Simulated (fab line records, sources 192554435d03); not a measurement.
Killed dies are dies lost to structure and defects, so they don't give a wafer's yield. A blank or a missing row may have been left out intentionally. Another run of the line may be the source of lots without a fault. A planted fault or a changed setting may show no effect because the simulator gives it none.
Matching of chambers    flow n5-finfet    N5_BEOL_M5_ETCH_75 on rie-diel-03: 4 sister chambers
The step etches underlayer in N2/H2, target depth 6.5 nm, time 5.2 s. 8 wafers are shown with their chamber, then 8 later ones without.

## WAFERS PAIRED WITH THEIR CHAMBERS
wafer   chamber  throttle-valve-pct (%)  showerhead-plenum-p-Torr (Torr)
L080.2  3        18.57                   2.64
L081.1  0        18.09                   2.64
L081.3  1        18.25                   2.64
L081.6  3        18.59                   2.64
L083.2  1        18.24                   2.64
L083.3  2        18.20                   2.57
L083.6  0        18.09                   2.64
L094.2  2        18.19                   2.56

## WAFERS WITH NO CHAMBER GIVEN
wafer   throttle-valve-pct (%)  showerhead-plenum-p-Torr (Torr)
L094.3  18.27                   2.63
L094.4  18.27                   2.63
L097.1  18.19                   2.63
L097.2  18.22                   2.56
L097.3  18.17                   2.63
L097.4  17.85                   2.63
L097.5  17.86                   2.63
L097.6  18.16                   2.63

## WHICH CHAMBER EACH WENT THROUGH
wafer    from the rows above       in truth
L094.3   1                         1
L094.4   1                         1
L097.1   1                         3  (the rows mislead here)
L097.2   2                         2
L097.3   can't be placed: 1 or 0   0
L097.4   0                         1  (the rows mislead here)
L097.5   0                         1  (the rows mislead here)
L097.6   can't be placed: 0 or 1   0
Placed correctly: 3 of 8. Unplaceable from these rows: 2, with the true chamber sitting among the candidates in 2. Number placed wrongly: 3.
How it was worked out, from the rows above alone: a wafer's distance from a chamber is the root of the sum, over the readings, of the square of ((its reading less the chamber's mean) divided by the reading's scatter). The wafer belongs to the nearest chamber; if the next one is less than 2 further off, it can't be placed. For every chamber, the mean is computed from those of its wafers that are shown. The scatter: take each reading less its chamber's mean, square it, sum over the shown wafers, divide by the number of wafers less the number of chambers, and take the root.
